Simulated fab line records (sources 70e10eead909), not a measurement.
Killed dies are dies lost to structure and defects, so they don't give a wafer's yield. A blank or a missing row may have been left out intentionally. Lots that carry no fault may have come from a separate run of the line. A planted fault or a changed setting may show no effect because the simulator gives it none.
The tool behind it: which one?	flow nand-harc	72 wafers from 24 lots sampled at 6 of the route's 1159 steps

WHAT THE GAUGES READ, wafer by wafer
The record lacks any reading of a measuring or inspecting step that a usual standard deviation could be used to judge.

WHAT TOOL EACH LOT RAN ON (gives the tool, then ch and the chambers of the sampled wafers, and finally the start)
lot	NHARC_A_STAIRCASE_STRIP_295	NHARC_A_STAIRCASE_DEP_301	NHARC_A_STAIRCASE_DESCUM_312	NHARC_A_STAIRCASE_ETCHBACK_416	NHARC_A_STAIRCASE_ALD_420	NHARC_A_STAIRCASE_DEP_325
L074	rie-diel-07 ch 1,3, day 11 15:19 or earlier	pecvd-01 ch 0,1, day 11 15:19	rie-diel-10 ch 0,1, day 11 16:16	rie-diel-07 ch 0,1,2, day 11 21:45 or earlier	ald-hk-03 ch 1,3, day 11 21:45	pecvd-03 ch 0,1,2, day 12 23:29
L075	rie-diel-07 ch 1,2,3, day 12 02:49 or earlier	pecvd-01 ch 0,1,2, day 12 02:49	rie-diel-07 ch 0,1,3, day 12 03:40	rie-diel-09 ch 0,1, day 12 12:52 or earlier	ald-hk-01 ch 0,1, day 12 12:52	pecvd-02 ch 0,1, day 13 13:22
L076	rie-diel-07 ch 0,1, day 12 03:46 or earlier	pecvd-03 ch 0,1, day 12 03:46	rie-diel-10 ch 0,3, day 12 04:44	rie-diel-07 ch 0,1, day 12 12:51 or earlier	ald-hk-02 ch 0,1, day 12 12:51	pecvd-01 ch 0,2, day 13 13:28
L078	rie-diel-07 ch 0,1,2, day 12 10:13 or earlier	pecvd-03 ch 0,2, day 12 10:13	rie-diel-07 ch 1,2, day 12 11:04	rie-diel-10 ch 0,3, day 12 20:33 or earlier	ald-hk-03 ch 0,1, day 12 20:33	pecvd-02 ch 0,1,2, day 13 22:17
L077	rie-diel-09 ch 1,2, day 12 16:26 or earlier	pecvd-03 ch 0,1, day 12 16:26	rie-diel-09 ch 1,3, day 12 17:25	rie-diel-10 ch 0,1,3, day 13 01:40 or earlier	ald-hk-03 ch 1,2,3, day 13 01:40	pecvd-01 ch 0,1,2, day 13 22:16
L079	rie-diel-09 ch 0,3, day 13 10:17 or earlier	pecvd-02 ch 1,2, day 13 10:17	rie-diel-09 ch 0,2, day 13 11:07	rie-diel-10 ch 1,3, day 13 19:58 or earlier	ald-hk-02 ch 0,1,3, day 13 19:58	pecvd-01 ch 0,1,2, day 15 05:51
L081	rie-diel-07 ch 0,1,3, day 13 16:07 or earlier	pecvd-01 ch 0,1, day 13 16:07	rie-diel-07 ch 0,1, day 13 17:07	rie-diel-07 ch 2,3, day 14 01:40 or earlier	ald-hk-02 ch 0,2,3, day 14 01:40	pecvd-03 ch 0,1,2, day 15 05:34
L080	rie-diel-10 ch 1,3, day 13 20:26 or earlier	pecvd-02 ch 0,1, day 13 20:26	rie-diel-10 ch 0,1,3, day 13 21:31	rie-diel-10 ch 1,2,3, day 14 06:32 or earlier	ald-hk-01 ch 0,2, day 14 06:32	pecvd-03 ch 0,2, day 15 11:07
L083	rie-diel-10 ch 0,1,3, day 13 22:19 or earlier	pecvd-03 ch 1,2, day 13 22:19	rie-diel-07 ch 0,3, day 13 23:08	rie-diel-10 ch 1,2, day 14 07:29 or earlier	ald-hk-01 ch 0,2,3, day 14 07:29	pecvd-01 ch 0,2, day 15 10:34
L082	rie-diel-07 ch 0,2,3, day 13 22:31 or earlier	pecvd-03 ch 0,1,2, day 13 22:31	rie-diel-07 ch 0,1,3, day 13 23:30	rie-diel-09 ch 0,1,2, day 14 06:49 or earlier	ald-hk-03 ch 0,1,2, day 14 06:49	pecvd-03 ch 0,2, day 15 10:32
L084	rie-diel-10 ch 1,2,3, day 14 02:36 or earlier	pecvd-02 ch 0,1, day 14 02:36	rie-diel-10 ch 2,3, day 14 03:35	rie-diel-07 ch 0,1, day 14 15:37 or earlier	ald-hk-01 ch 1,2,3, day 14 15:37	pecvd-02 ch 0,1,2, day 15 18:22
L087	rie-diel-09 ch 0,2, day 14 17:22 or earlier	pecvd-02 ch 1,2, day 14 17:22	rie-diel-10 ch 1,2,3, day 14 18:21	rie-diel-10 ch 0,1,3, day 15 03:50 or earlier	ald-hk-02 ch 0,1,2, day 15 03:50	pecvd-01 ch 1,2, day 16 04:16
L086	rie-diel-07 ch 0,1,3, day 14 18:27 or earlier	pecvd-03 ch 0,1,2, day 14 18:27	rie-diel-07 ch 0,1,3, day 14 19:27	rie-diel-10 ch 0,1,3, day 15 03:50 or earlier	ald-hk-03 ch 1,2,3, day 15 03:50	pecvd-03 ch 0,2, day 16 04:07
L085	rie-diel-09 ch 1,2,3, day 15 18:40 or earlier	pecvd-01 ch 0,2, day 15 18:40	rie-diel-07 ch 0,1,3, day 15 19:42	rie-diel-07 ch 0,2,3, day 16 04:28 or earlier	ald-hk-01 ch 1,2, day 16 04:28	pecvd-03 ch 0,1, day 17 04:24
L088	rie-diel-09 ch 0,2, day 15 23:02 or earlier	pecvd-01 ch 0,1, day 15 23:02	rie-diel-09 ch 0,3, day 16 00:07	rie-diel-10 ch 2,3, day 16 09:05 or earlier	ald-hk-03 ch 0,2, day 16 09:05	pecvd-01 ch 0,2, day 17 10:25
L091	rie-diel-07 ch 0,3, day 16 02:20 or earlier	pecvd-01 ch 0,2, day 16 02:20	rie-diel-07 ch 0,1, day 16 03:19	rie-diel-07 ch 0,1,2, day 16 11:54 or earlier	ald-hk-02 ch 0,1,3, day 16 11:54	pecvd-03 ch 0,1, day 17 10:19
L090	rie-diel-09 ch 0,2,3, day 16 04:46 or earlier	pecvd-02 ch 1,2, day 16 04:46	rie-diel-07 ch 0,3, day 16 05:44	rie-diel-09 ch 0,1,2, day 16 11:04	ald-hk-02 ch 0,1,2, day 16 15:19	pecvd-03 ch 0,2, day 17 16:19
L089	rie-diel-10 ch 0,3, day 16 08:58 or earlier	pecvd-03 ch 0,2, day 16 08:58	rie-diel-10 ch 0,1,2, day 16 09:56	rie-diel-10 ch 0,1,3, day 16 18:56 or earlier	ald-hk-03 ch 0,1,2, day 16 18:56	pecvd-01 ch 0,1,2, day 17 16:30
L093	rie-diel-07 ch 0,1,2, day 16 15:53 or earlier	pecvd-03 ch 0,1, day 16 15:53	rie-diel-09 ch 0,1,2, day 16 16:52	rie-diel-10 ch 0,2,3, day 17 01:53 or earlier	ald-hk-01 ch 0,1,2, day 17 01:53	pecvd-02 ch 0,1,2, day 18 04:03
L092	rie-diel-10 ch 0,2,3, day 16 17:58 or earlier	pecvd-02 ch 0,1, day 16 17:58	rie-diel-07 ch 0,1,3, day 16 18:56	rie-diel-10 ch 0,1,2, day 17 01:05 or earlier	ald-hk-03 ch 0,3, day 17 01:05	pecvd-03 ch 0,1,2, day 18 03:57
L094	rie-diel-07 ch 1,2,3, day 17 02:16 or earlier	pecvd-01 ch 1,2, day 17 02:16	rie-diel-07 ch 0,2,3, day 17 03:12	rie-diel-10 ch 0,1,3, day 17 11:14 or earlier	ald-hk-02 ch 1,2,3, day 17 11:14	pecvd-03 ch 0,1, day 18 20:42
L095	rie-diel-07 ch 0,2,3, day 17 04:59 or earlier	pecvd-02 ch 1,2, day 17 04:59	rie-diel-07 ch 0,2,3, day 17 05:56	rie-diel-07 ch 0,1,3, day 17 14:28 or earlier	ald-hk-03 ch 0,1,3, day 17 14:28	pecvd-02 ch 0,1,2, day 18 20:47
L096	rie-diel-10 ch 0,2,3, day 17 09:55 or earlier	pecvd-03 ch 1,2, day 17 09:55	rie-diel-07 ch 1,2,3, day 17 10:46	rie-diel-10 ch 0,1,2, day 17 18:46 or earlier	ald-hk-02 ch 1,2,3, day 17 18:46	pecvd-02 ch 0,2, day 18 21:16
L097	rie-diel-07 ch 0,1,2, day 17 11:51 or earlier	pecvd-01 ch 0,1,2, day 17 11:51	rie-diel-07 ch 0,1, day 17 12:38	rie-diel-10 ch 0,1,2, day 17 21:37 or earlier	ald-hk-03 ch 0,3, day 17 21:37	pecvd-03 ch 0,1,2, day 18 21:33
- NHARC_A_STAIRCASE_STRIP_295: strips in O2.
- NHARC_A_STAIRCASE_DEP_301: deposits SiON, target thk 30 nm.
- NHARC_A_STAIRCASE_DESCUM_312: chemistry O2, time 3 s.
- NHARC_A_STAIRCASE_ETCHBACK_416: etches the open film in C4F8/O2/Ar, target depth 36 nm, time 7.2 s.
- NHARC_A_STAIRCASE_ALD_420: deposits SiO2, target thk 20 nm, pulse time 6 s, ald cycles 200.
- NHARC_A_STAIRCASE_DEP_325: deposits SiO2, target thk 3800 nm.

WHAT THE TOOLS THEMSELVES READ (means of the sampled wafers that have a number; where no wafer has one, the mark that the record gives instead)
NHARC_A_STAIRCASE_STRIP_295. Usual: drypump-motor-current-A 5.6 A, standard deviation 0.43; o2-flow-sccm 499.9 sccm, standard deviation 1.4; oes-product-au 0.999 a.u., standard deviation 0.0096; rf-vpp-V 57.9 V, standard deviation 0.91; showerhead-plenum-p-Torr 3.61 Torr, standard deviation 0.13; throttle-valve-pct 17.036 %, standard deviation 0.0096.
lot	tool	drypump-motor-current-A (A)	o2-flow-sccm (sccm)	oes-product-au (a.u.)	rf-vpp-V (V)	showerhead-plenum-p-Torr (Torr)	throttle-valve-pct (%)	flag
L074	rie-diel-07	6.2	499.8	0.990	57.5	3.67	17.040	
L075	rie-diel-07	5.8	500.4	1.000	58.9	3.70	17.031	
L076	rie-diel-07	5.6	500.0	1.009	57.8	3.60	17.041	
L078	rie-diel-07	5.5	501.2	0.999	58.6	3.67	17.028	
L077	rie-diel-09	5.5	499.6	1.009	57.0	3.47	17.041	
L079	rie-diel-09	5.4	500.9	1.005	58.6	3.72	17.031	
L081	rie-diel-07	5.9	499.8	0.993	58.7	3.62	17.025	
L080	rie-diel-10	5.4	500.6	0.999	58.3	3.64	17.044	
L083	rie-diel-10	5.3	500.3	1.001	57.5	3.60	17.042	
L082	rie-diel-07	5.7	499.3	0.992	58.1	3.65	17.036	
L084	rie-diel-10	5.5	499.9	0.999	57.5	3.52	17.033	
L087	rie-diel-09	5.7	502.7	0.998	58.7	3.74	17.030	
L086	rie-diel-07	5.9	500.3	1.006	57.4	3.62	17.023	
L085	rie-diel-09	5.6	499.7	0.993	57.4	3.52	17.043	
L088	rie-diel-09	6.0	499.6	1.004	57.7	3.68	17.026	
L091	rie-diel-07	5.8	500.5	1.004	57.1	3.57	17.031	
L090	rie-diel-09	5.7	499.1	1.001	57.4	3.66	17.031	
L089	rie-diel-10	5.4	499.4	1.004	57.6	3.56	17.032	
L093	rie-diel-07	5.5	500.8	0.986	58.2	3.65	17.037	
L092	rie-diel-10	5.5	501.6	1.013	57.6	3.48	17.032	
L094	rie-diel-07	5.8	499.8	0.993	58.4	3.68	17.035	
L095	rie-diel-07	5.7	500.1	0.992	58.2	3.63	17.034	
L096	rie-diel-10	5.5	500.4	1.012	56.9	3.47	17.038	
L097	rie-diel-07	5.5	501.3	0.996	58.4	3.64	17.042	

NHARC_A_STAIRCASE_DEP_301. Usual: 749 W for heater-power-w, sd 75.
lot	tool	heater-power-w (W)	flag
L074	pecvd-01	686	
L075	pecvd-01	738	
L076	pecvd-03	656	
L078	pecvd-03	710	
L077	pecvd-03	711	
L079	pecvd-02	690	
L081	pecvd-01	787	
L080	pecvd-02	731	
L083	pecvd-03	745	
L082	pecvd-03	746	
L084	pecvd-02	700	
L087	pecvd-02	808	
L086	pecvd-03	760	
L085	pecvd-01	872	
L088	pecvd-01	778	
L091	pecvd-01	853	
L090	pecvd-02	745	
L089	pecvd-03	773	
L093	pecvd-03	756	
L092	pecvd-02	767	
L094	pecvd-01	759	
L095	pecvd-02	718	
L096	pecvd-03	658	
L097	pecvd-01	839	

NHARC_A_STAIRCASE_DESCUM_312. Usual: drypump-motor-current-A 5.6 A, standard deviation 0.43; o2-flow-sccm 200.0 sccm, standard deviation 0.57; oes-product-au 0.998 a.u., standard deviation 0.0085; rf-vpp-V 58.0 V, standard deviation 0.94; showerhead-plenum-p-Torr 1.96 Torr, standard deviation 0.07; throttle-valve-pct 11.312 %, standard deviation 0.009.
lot	tool	drypump-motor-current-A (A)	o2-flow-sccm (sccm)	oes-product-au (a.u.)	rf-vpp-V (V)	showerhead-plenum-p-Torr (Torr)	throttle-valve-pct (%)	flag
L074	rie-diel-10	5.3	199.4	0.998	57.0	1.96	11.305	
L075	rie-diel-07	5.8	200.2	1.006	58.3	1.98	11.302	
L076	rie-diel-10	5.4	200.3	1.011	57.4	1.95	11.310	
L078	rie-diel-07	5.5	199.7	0.994	57.8	2.02	11.305	
L077	rie-diel-09	5.1	200.1	0.996	56.7	1.87	11.317	
L079	rie-diel-09	6.1	199.8	1.003	58.0	2.00	11.310	
L081	rie-diel-07	5.6	200.0	0.998	57.6	1.95	11.313	
L080	rie-diel-10	5.4	199.5	1.001	58.4	1.96	11.318	
L083	rie-diel-07	6.1	199.6	0.996	58.3	1.96	11.306	
L082	rie-diel-07	5.9	199.6	0.996	58.2	1.97	11.316	
L084	rie-diel-10	5.5	200.0	1.009	57.4	1.89	11.312	
L087	rie-diel-10	5.5	200.4	1.002	58.1	1.90	11.316	
L086	rie-diel-07	5.9	199.8	0.998	58.7	1.97	11.304	
L085	rie-diel-07	5.9	199.4	1.002	58.3	1.96	11.313	
L088	rie-diel-09	5.4	200.1	0.995	59.3	2.02	11.315	
L091	rie-diel-07	5.6	200.0	0.998	58.5	1.97	11.318	
L090	rie-diel-07	6.1	199.7	0.997	57.8	1.95	11.309	
L089	rie-diel-10	5.5	200.3	1.006	58.1	1.90	11.306	
L093	rie-diel-09	5.6	200.0	1.004	57.8	1.95	11.312	
L092	rie-diel-07	5.9	200.0	0.995	57.7	1.96	11.317	
L094	rie-diel-07	5.7	200.9	0.993	58.0	1.98	11.316	
L095	rie-diel-07	5.7	200.0	0.996	58.8	1.98	11.298	
L096	rie-diel-07	5.8	199.8	0.993	58.3	2.00	11.310	
L097	rie-diel-07	5.5	200.4	1.002	57.8	1.94	11.320	

NHARC_A_STAIRCASE_ETCHBACK_416. Usual: oes-product-au 0.94 a.u., standard deviation 0.03; rf-vpp-V 724 V, standard deviation 4.
lot	tool	oes-product-au (a.u.)	rf-vpp-V (V)	flag
L074	rie-diel-07	0.92	727	
L075	rie-diel-09	0.99	728	
L076	rie-diel-07	0.92	727	
L078	rie-diel-10	1.00	725	
L077	rie-diel-10	0.94	726	
L079	rie-diel-10	0.93	726	
L081	rie-diel-07	0.92	729	
L080	rie-diel-10	0.92	723	
L083	rie-diel-10	0.92	720	
L082	rie-diel-09	0.92	726	
L084	rie-diel-07	0.93	726	
L087	rie-diel-10	0.94	725	
L086	rie-diel-10	0.93	725	
L085	rie-diel-07	0.91	726	
L088	rie-diel-10	1.01	722	
L091	rie-diel-07	0.92	727	
L090	rie-diel-09	0.92	725	
L089	rie-diel-10	0.94	726	
L093	rie-diel-10	1.01	722	
L092	rie-diel-10	0.93	723	
L094	rie-diel-10	0.94	726	
L095	rie-diel-07	0.92	726	
L096	rie-diel-10	0.93	722	
L097	rie-diel-10	0.93	723	

NHARC_A_STAIRCASE_ALD_420. Usual: heater-power-w 465 W, standard deviation 37; precursor-pulse-height-rel 0.999, standard deviation 0.019.
lot	tool	heater-power-w (W)	precursor-pulse-height-rel	flag
L074	ald-hk-03	487	0.993	
L075	ald-hk-01	449	0.993	
L076	ald-hk-02	466	1.017	
L078	ald-hk-03	470	0.989	
L077	ald-hk-03	477	1.013	
L079	ald-hk-02	448	0.994	
L081	ald-hk-02	454	1.013	
L080	ald-hk-01	482	0.979	
L083	ald-hk-01	478	0.998	
L082	ald-hk-03	470	1.007	
L084	ald-hk-01	451	1.010	
L087	ald-hk-02	482	0.992	
L086	ald-hk-03	472	1.011	
L085	ald-hk-01	463	0.987	
L088	ald-hk-03	445	0.998	
L091	ald-hk-02	456	0.995	
L090	ald-hk-02	482	1.008	
L089	ald-hk-03	455	0.998	
L093	ald-hk-01	456	0.971	
L092	ald-hk-03	475	0.983	
L094	ald-hk-02	473	0.992	
L095	ald-hk-03	485	0.987	
L096	ald-hk-02	470	0.997	
L097	ald-hk-03	461	0.995	

NHARC_A_STAIRCASE_DEP_325. Usual: 654 W for heater-power-w, sd 79.
lot	tool	heater-power-w (W)	flag
L074	pecvd-03	616	
L075	pecvd-02	657	
L076	pecvd-01	745	
L078	pecvd-02	645	
L077	pecvd-01	678	
L079	pecvd-01	690	
L081	pecvd-03	622	
L080	pecvd-03	616	
L083	pecvd-01	713	
L082	pecvd-03	628	
L084	pecvd-02	595	
L087	pecvd-01	729	
L086	pecvd-03	692	
L085	pecvd-03	684	
L088	pecvd-01	661	
L091	pecvd-03	640	
L090	pecvd-03	653	
L089	pecvd-01	653	
L093	pecvd-02	610	
L092	pecvd-03	624	
L094	pecvd-03	668	
L095	pecvd-02	652	
L096	pecvd-02	649	
L097	pecvd-03	581	

THE ANSWER, worked out from the rows above alone
Rule: take the mean of a lot's wafers that have a number; if it is more than 3 standard deviations from the usual mean, the lot is off. Also off: a lot with no number at a reading for which 4 or more lots have one. Where the step has rows for the other lots, those lots are counted as sound. Order of review: gauges by route order, followed by the tools' own readings, for which a lot's mean as printed above is used. At the first step where some lot is off, the reading lying furthest off is the one used; lots without a number count as furthest.
Across all readings shown, no lot is off: no conclusion can be drawn from this.

WHAT HAD BEEN PUT IN BY THE SIMULATOR
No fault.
